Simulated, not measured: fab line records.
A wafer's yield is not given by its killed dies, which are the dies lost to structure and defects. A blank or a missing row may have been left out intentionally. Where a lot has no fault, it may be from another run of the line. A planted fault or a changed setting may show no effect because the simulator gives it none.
Struck lot and sound lot, side by side ; flow n5Finfet ; 16 steps out of a route of 1938
Sound: wafers L813.2, L813.5, L813.6. Struck: wafers L816.2, L816.6. (L816.3 of the same lot was not struck and is left out.) The cause comes at the end.
Per side, at each step with rows, come the tool, then ch with its chambers, and then its first start. Under that, the readings that differ: sound wafers ; struck wafers ; difference of the means ; sigmas: that difference in standard deviations of wafers without a fault.
alike: readings whose means differ by less than 2 such deviations, and words and numbers that are the same on both sides. not compared: withheld readings, readings that some wafer has no value for, bounds like >300 that may hide the same value, and numbers for which the record gives no deviation and whose values overlap.
A row with sigmas, a row that says differs or no value, or rows on one side alone: a step with any of these is where the two part. When numbers do not overlap yet have no deviation, they are printed without sigmas and do not part them. A reading that every wafer of one side lacks parts them only if that side has two wafers or more.

first, 1 step without rows for these wafers: N5_BEOL_M3_SPUTTER_90 (material Cu, target thk 4.5 nm, time 8.29 s).
N5_BEOL_M3_ANNEAL_91: time 240 s.
  struck on pvdSputter-03, day 9 15:16; sound on pvdSputter-01, day 8 22:45
  alike: heaterPowerW
N5_BEOL_M3_SPUTTER_92: material Cu, target thk 4.5 nm, time 8.29 s.
  struck on pvdSputter-03, day 9 15:25; sound on pvdSputter-01, day 8 22:53
reading;sound;struck;difference;sigmas
substrateTempC (C);-20.08 -20.11 -20.29;-19.92 -19.88;+0.26;+2
  alike: chamberPressurePa, throttleValvePct
N5_BEOL_M3_ANNEAL_93: time 240 s.
  struck on pvdSputter-03, day 9 15:29; sound on pvdSputter-01, day 8 22:58
  alike: heaterPowerW
then, 2 steps without rows for these wafers: N5_BEOL_M3_SPUTTER_94 (material Cu, target thk 4.5 nm, time 8.29 s); N5_BEOL_M3_ANNEAL_95 (time 240 s).
N5_BEOL_M3_SPUTTER_96: material Cu, target thk 4.5 nm, time 8.29 s.
  struck on pvdSputter-03, day 9 15:51; sound on pvdSputter-01, day 8 23:20
  alike: chamberPressurePa, substrateTempC, throttleValvePct
then, 1 step without rows for these wafers: N5_BEOL_M3_ECD_50 (material Cu, target thk 300 nm).
N5_BEOL_M3_ANNEAL_51: time 90 s.
  sound on rtpAnneal-01 ch 0, day 8 23:34; struck on rtpAnneal-01 ch 0, day 9 16:05
reading;sound;struck;difference;sigmas
annealTempC (C);224.70 224.90 224.72;225.12 225.31;+0.44;+2
  alike: wafer_temp_C_max
then, 1 step without rows for these wafers: N5_BEOL_M3_CMP_52 (polishes, stops on SiOC, t overpolish 6.8 s, target thk 40 nm).
N5_BEOL_M3_THK_MEAS_53: measures by xrf.
  struck on filmMetro-01, day 9 16:38; sound on filmMetro-01, day 9 00:07
  alike: M3_THK
then, 1 step without rows for these wafers: N5_BEOL_M3_PRE_CLEAN_60 (time 15 s).
N5_BEOL_M3_CO_CAP_55: material Co, precursor CCTBA/H2, target thk 2 nm, time 102.1 s.
  sound on cvdCo-02 ch 1,2, day 9 00:11; struck on cvdCo-01 ch 1, day 9 16:43
reading;sound;struck;difference;sigmas
runLengthS (s);125.0 125.0 125.3;101.6 101.7;-23.4;-65
model.Co_of_BEOL_M3_CO_CAP_55.thkNm (nm);2.2 2.2 2.2;1.4 1.6;-0.7;
  alike: heaterPowerW
then, 1 step without rows for these wafers: N5_BEOL_M3_PRE_CLEAN_56 (time 15 s).
N5_BEOL_M4_RC_MEAS_101:
  sound on prober-01 ch 0, day 9 09:22; struck on prober-01 ch 0, day 10 06:04
  alike: DIBL_N, DIBL_P, IOFF_N, IOFF_P, ION_N, ION_P, SS_N, SS_P, VT_N, VT_P
-- here the record skips 5 days between the struck wafers' starts before and after, leaving off in module BEOL_M4 and picking up in module PASSIVATION (first step shown: number 1936 of the route) --
N5_PASSIVATION_PROBE_49:
  struck on prober-01, day 15 07:57; sound on prober-02, day 14 01:32
  alike: defectLimitedYield, killed_at_M0_to_M3, killed_at_M4_up, killedAtContacts, killedAtFrontEnd, killedAtOther, killedDies, killedOpen, killedShort, sort_bin_4_leakage, sort_bin_5_function, sort_bin_6_memory, sort_bin_8_speed, sortNPass, sortYieldPct

WHERE THEY PART
Earliest at N5_BEOL_M3_SPUTTER_92; latest, in this record, at N5_BEOL_M3_CO_CAP_55. Later steps at which nothing parts them and some readings are alike: N5_BEOL_M4_RC_MEAS_101, N5_PASSIVATION_PROBE_49.

WHY: what the simulator had put in
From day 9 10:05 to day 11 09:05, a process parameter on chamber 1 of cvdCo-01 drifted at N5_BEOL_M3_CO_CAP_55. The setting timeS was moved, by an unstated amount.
